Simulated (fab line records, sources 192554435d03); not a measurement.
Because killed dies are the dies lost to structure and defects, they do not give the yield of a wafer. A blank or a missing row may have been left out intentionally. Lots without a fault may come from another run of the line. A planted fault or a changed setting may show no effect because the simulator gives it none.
Chamber matching -- flow n5 finfet -- N5_BEOL_M8_STRIP_67 on rie diel-06 has 4 sister chambers
The step strips in CF4. 8 wafers are shown with their chamber, then 11 later ones without.

WAFERS PAIRED WITH THEIR CHAMBERS
wafer,chamber,showerhead plenum p Torr (Torr),drypump motor current A (A)
L083.4,1,1.81,5.6
L083.6,2,1.91,6.4
L085.5,3,1.76,5.6
L085.6,0,1.76,4.8
L086.2,0,1.76,4.8
L086.4,1,1.81,5.5
L086.5,3,1.76,5.7
L088.1,2,1.90,6.4

WAFERS MISSING THEIR CHAMBER
wafer,showerhead plenum p Torr (Torr),drypump motor current A (A)
L088.3,1.80,5.5
L088.4,1.76,5.7
L090.3,1.75,4.8
L090.4,1.90,6.4
L090.6,1.75,4.8
L089.3,1.90,6.4
L089.4,1.80,5.5
L089.5,1.90,6.4
L097.1,1.90,6.4
L097.2,1.80,5.5
L097.4,1.75,5.7

EACH ONE'S CHAMBER
wafer,from the rows above,in truth
L088.3,1,1
L088.4,3,3
L090.3,0,0
L090.4,2,2
L090.6,0,0
L089.3,2,2
L089.4,1,1
L089.5,2,2
L097.1,2,2
L097.2,1,1
L097.4,3,3
Placed correctly: 11 of 11. From these rows, 0 cannot be placed. Wrongly placed: 0.
How it was worked out, from the rows above alone: a wafer's distance from a chamber is the root of the sum, over the readings, of the square of ((its reading less the chamber's mean) divided by the reading's scatter). If the next closest chamber is less than 2 further off than the closest, the wafer can't be placed; otherwise it belongs to the closest. For every chamber, the mean is computed from those of its wafers that are shown. The scatter is the square root of a quotient: the sum, over the shown wafers, of each reading's squared deviation from its chamber's mean, divided by wafers minus chambers.
